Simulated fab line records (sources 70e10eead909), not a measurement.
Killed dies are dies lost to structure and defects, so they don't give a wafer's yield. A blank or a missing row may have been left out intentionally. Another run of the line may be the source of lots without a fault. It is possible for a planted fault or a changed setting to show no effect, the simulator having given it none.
Matching of chambers	flow nand_harc	rie_diel-01 running NHARC_A_STAIRCASE_TRIM_220: 4 sister chambers
The step chemistry O2, time 211.2 s. 8 wafers are shown with their chamber, then 9 later ones without.

## WAFERS, EACH WITH ITS CHAMBER
wafer	chamber	showerhead_plenum_p_Torr (Torr)	drypump_motor_current_A (A)
L083.2	1	3.30	5.6
L083.5	3	3.39	6.6
L089.1	0	3.76	5.3
L089.2	2	3.70	5.8
L089.6	0	3.76	5.3
L090.2	2	3.70	5.8
L090.3	1	3.29	5.6
L090.5	3	3.38	6.5

## WAFERS MISSING THEIR CHAMBER
wafer	showerhead_plenum_p_Torr (Torr)	drypump_motor_current_A (A)
L091.3	3.29	5.6
L091.4	3.75	5.4
L091.6	3.75	5.4
L092.4	3.75	5.3
L092.5	3.69	5.8
L092.6	3.38	6.6
L096.2	3.69	5.7
L096.3	3.74	5.4
L096.5	3.74	5.4

## EACH ONE'S CHAMBER
wafer	from the rows above	in truth
L091.3	1	1
L091.4	0	0
L091.6	0	0
L092.4	0	0
L092.5	2	2
L092.6	3	3
L096.2	2	2
L096.3	0	0
L096.5	0	0
Placed correctly: 9 of 9. Number that these rows cannot place: 0. Number placed wrongly: 0.
How it was worked out, from the rows above alone: a wafer's distance from a chamber is the root of the sum, over the readings, of the square of ((its reading less the chamber's mean) divided by the reading's scatter). If the next closest chamber is less than 2 further off than the closest, the wafer can't be placed; otherwise it belongs to the closest. A chamber's mean is the mean of its shown wafers. The scatter: the root of (the sum of the squares of (reading less its chamber's mean) over the shown wafers, divided by (wafers less chambers)).
